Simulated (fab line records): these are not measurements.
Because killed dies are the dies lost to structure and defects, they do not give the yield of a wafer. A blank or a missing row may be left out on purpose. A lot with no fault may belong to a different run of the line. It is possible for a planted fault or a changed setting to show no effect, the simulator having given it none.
Lot-split experiment -- flow n5Finfet -- route with 1938 steps; 7 lots, 39 wafers read

== ABOUT THE SPLIT ==
At N5_BEOL_M0_SAQP_ETCH_106 (etches SOC in N2/H2, stops on SiNx, target depth 150 nm), the setting targetDepthA was moved away from the recipe's 1500 angstrom on 15 of the 39 wafers read, by -59.9% to -44.2%. All remaining wafers had this setting at the recipe value.

Reading taken at the split's own step.

== THE READING ==
SOC_of_BEOL_M0_SAQP_COAT_105.thkNm (the simulator's own value, which no gauge read), in nm, at N5_BEOL_M0_SAQP_ETCH_106 (etches SOC in N2/H2, stops on SiNx, target depth 150 nm). No usual value for it is given in the file. The 24 wafers here that ran the recipe average 24.9 nm, standard deviation 1.5 nm.

wafer,"tool, chamber at the split","targetDepthA as run, angstrom",against the recipe,"SOC_of_BEOL_M0_SAQP_COAT_105.thkNm, nm",against lot-mates on the recipe
L074.1,"rieDiel-01, 3",1500,recipe,24.6,-
L074.2,"rieDiel-01, 2",617.9,-58.8%,70.2,+44.5
L074.3,"rieDiel-01, 0",1500,recipe,26.2,-
L074.5,"rieDiel-01, 0",1500,recipe,26.2,-
L074.4,"rieDiel-01, 3",617.9,-58.8%,69,+43.3
L074.6,"rieDiel-01, 2",617.9,-58.8%,69.6,+43.9
L078.1,"rieDiel-01, 1",1500,recipe,22.6,-
L078.2,"rieDiel-01, 0",1500,recipe,25.6,-
L078.3,"rieDiel-01, 3",1500,recipe,23.2,-
L078.4,"rieDiel-01, 2",698.6,-53.4%,65,+41.2
L078.5,"rieDiel-01, 1",698.6,-53.4%,64,+40.2
L078.6,"rieDiel-01, 0",698.6,-53.4%,65.4,+41.6
L083.2,"rieDiel-03, 1",1500,recipe,22,-
L083.4,"rieDiel-03, 0",1500,recipe,25.2,-
L083.6,"rieDiel-03, 0",1500,recipe,24.6,-
L085.1,"rieDiel-06, 0,3",601.8,-59.9%,70.6,+44.3
L085.3,"rieDiel-06, 0,3",601.8,-59.9%,70.6,+44.3
L085.2,"rieDiel-06, 1",601.8,-59.9%,68,+41.7
L085.4,"rieDiel-06, 2",1500,recipe,26,-
L085.5,"rieDiel-06, 3",1500,recipe,27.2,-
L085.6,"rieDiel-06, 2",1500,recipe,25.8,-
L091.1,"rieDiel-01, 2",1500,recipe,26.6,-
L091.2,"rieDiel-01, 0",1500,recipe,27,-
L091.3,"rieDiel-01, 1",1500,recipe,23.2,-
L091.4,"rieDiel-01, 3",1500,recipe,24.8,-
L091.5,"rieDiel-01, 1",1500,recipe,23.4,-
L091.6,"rieDiel-01, 0",1500,recipe,26.8,-
L092.1,"rieDiel-03, 2",837,-44.2%,57.6,+32.9
L092.2,"rieDiel-03, 3",1500,recipe,23.2,-
L092.3,"rieDiel-03, 1",837,-44.2%,56.8,+32.1
L092.4,"rieDiel-03, 0",1500,recipe,25,-
L092.5,"rieDiel-03, 0",1500,recipe,25.8,-
L092.6,"rieDiel-03, 1",837,-44.2%,57,+32.3
L094.1,"rieDiel-01, 0,2",773.9,-48.4%,62.2,+37.9
L094.3,"rieDiel-01, 0,2",773.9,-48.4%,62.2,+37.9
L094.2,"rieDiel-01, 3",1500,recipe,24,-
L094.4,"rieDiel-01, 1",1500,recipe,22.8,-
L094.5,"rieDiel-01, 3",773.9,-48.4%,61.4,+37.1
L094.6,"rieDiel-01, 0",1500,recipe,26.2,-
Rows listing several chambers each stand for several wafers; the file does not say which wafer went through which chamber.

THE FIT
A straight line over all 39 wafers: SOC_of_BEOL_M0_SAQP_COAT_105.thkNm changes by -0.751 nm for each +1% of targetDepthA; r = -1.00; the points scatter about the line by 1.3 nm.
The same after taking each lot's own level away (the mean of its wafers on the recipe; 39 wafers): -0.748 nm for each +1%; r = -1.00; scatter 1.3 nm.
The reading moves by 45 nm for the largest change in targetDepthA, on that fit.
Across the lots, their own levels run from 23.80 to 26.33 nm, a range of 1.7 times the standard deviation given above.
So the lot-to-lot level changes the slope little: the two slopes agree.
Check: +44.9 nm against its lot-mates is what the line predicts for one of the wafers moved furthest among these (-59.9%) when that wafer is left out of the fit. Against them it came out at +44.3 nm.

== THESE WAFERS: OTHER SPLITS ==
These wafers also went through other splits before the reading. Each is held against what the fit with the lots' levels taken away leaves over:
other split on the same wafers,wafers away from the commonest value,r with SOC_of_BEOL_M0_SAQP_COAT_105.thkNm (lot level and that fit taken away)
N5_ZERO_LAYER_DEVELOP_10 developTimeS,12,+0.11
N5_FIN_SAQP_ETCH_69 targetDepthA,15,-0.02
N5_SD_EPI_P_EPI_21 timeS,12,-0.01

== THE FILE'S OWN FIT ==
SOC_of_BEOL_M0_SAQP_COAT_105.thkNm changes by -0.749 nm for each +1% of targetDepthA, r = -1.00.
